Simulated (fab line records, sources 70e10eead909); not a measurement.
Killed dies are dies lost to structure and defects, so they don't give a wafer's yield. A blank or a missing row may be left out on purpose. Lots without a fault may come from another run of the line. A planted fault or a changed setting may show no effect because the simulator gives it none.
Chamber matching | flow nand_harc | NHARC_P_ZERO_WELL_DESCUM_54 on rie_diel-04: 4 sister chambers
The step chemistry O2, time 3 s. 18 wafers are shown with their chamber, then 9 later ones without.

WAFERS WITH THEIR CHAMBER
wafer  | chamber | showerhead_plenum_p_Torr (Torr) | drypump_motor_current_A (A) | oes_product_au (a.u.)
L074.1 | 0       | 1.81                            | 6.7                         | 1.009
L074.3 | 3       | 1.81                            | 5.5                         | 0.998
L074.5 | 2       | 1.77                            | 5.1                         | 1.008
L076.4 | 2       | 1.77                            | 5.2                         | 1.016
L076.5 | 3       | 1.81                            | 5.5                         | 0.992
L076.6 | 2       | 1.77                            | 5.2                         | 1.006
L077.2 | 0       | 1.80                            | 6.7                         | 1.019
L077.3 | 1       | 1.93                            | 5.8                         | 1.015
L077.6 | 2       | 1.77                            | 5.1                         | 1.010
L078.1 | 1       | 1.93                            | 5.8                         | 1.009
L078.3 | 2       | 1.77                            | 5.1                         | 1.004
L078.6 | 1       | 1.93                            | 5.7                         | 0.999
L082.1 | 3       | 1.81                            | 5.5                         | 0.994
L082.2 | 0       | 1.80                            | 6.6                         | 1.012
L082.5 | 1       | 1.92                            | 5.8                         | 0.995
L083.1 | 0       | 1.80                            | 6.7                         | 1.013
L083.4 | 2       | 1.76                            | 5.1                         | 1.013
L083.5 | 0       | 1.80                            | 6.7                         | 1.014

SIGNATURES (means of the wafers above)
reading                  | chamber 0 | chamber 1 | chamber 2 | chamber 3 | scatter within a chamber
showerhead_plenum_p_Torr | 1.8020    | 1.9275    | 1.7683    | 1.8100    | 0.00413
drypump_motor_current_A  | 6.680     | 5.775     | 5.133     | 5.500     | 0.0454
oes_product_au           | 1.01340   | 1.00450   | 1.00950   | 0.99467   | 0.00549
Rule: a wafer's distance from a chamber is the root of the sum, over the readings, of the square of ((its reading less the chamber's mean) divided by the reading's scatter). The wafer belongs to the nearest chamber; if the next one is less than 2 further off, it can't be placed. The scatter: the root of (the sum of the squares of (reading less its chamber's mean) over the shown wafers, divided by (wafers less chambers)).

WAFERS WITHOUT THEIR CHAMBER
wafer  | showerhead_plenum_p_Torr (Torr) | drypump_motor_current_A (A) | oes_product_au (a.u.)
L086.2 | 1.92                            | 5.8                         | 1.005
L086.4 | 1.76                            | 5.2                         | 1.006
L086.6 | 1.92                            | 5.8                         | 1.001
L089.1 | 1.80                            | 5.5                         | 0.997
L089.2 | 1.76                            | 5.1                         | 1.001
L089.4 | 1.79                            | 6.7                         | 1.012
L094.2 | 1.79                            | 6.7                         | 1.022
L094.3 | 1.91                            | 5.7                         | 1.012
L094.5 | 1.79                            | 6.7                         | 1.020

WHICH CHAMBER EACH WENT THROUGH
wafer  | from the rows above | in truth
L086.2 | 1                   | 1
L086.4 | 2                   | 2
L086.6 | 1                   | 1
L089.1 | 3                   | 3
L089.2 | 2                   | 2
L089.4 | 0                   | 0
L094.2 | 0                   | 0
L094.3 | 1                   | 1
L094.5 | 0                   | 0
Placed correctly: 9 of 9. Can't be placed from these rows: 0. Placed wrongly: 0.
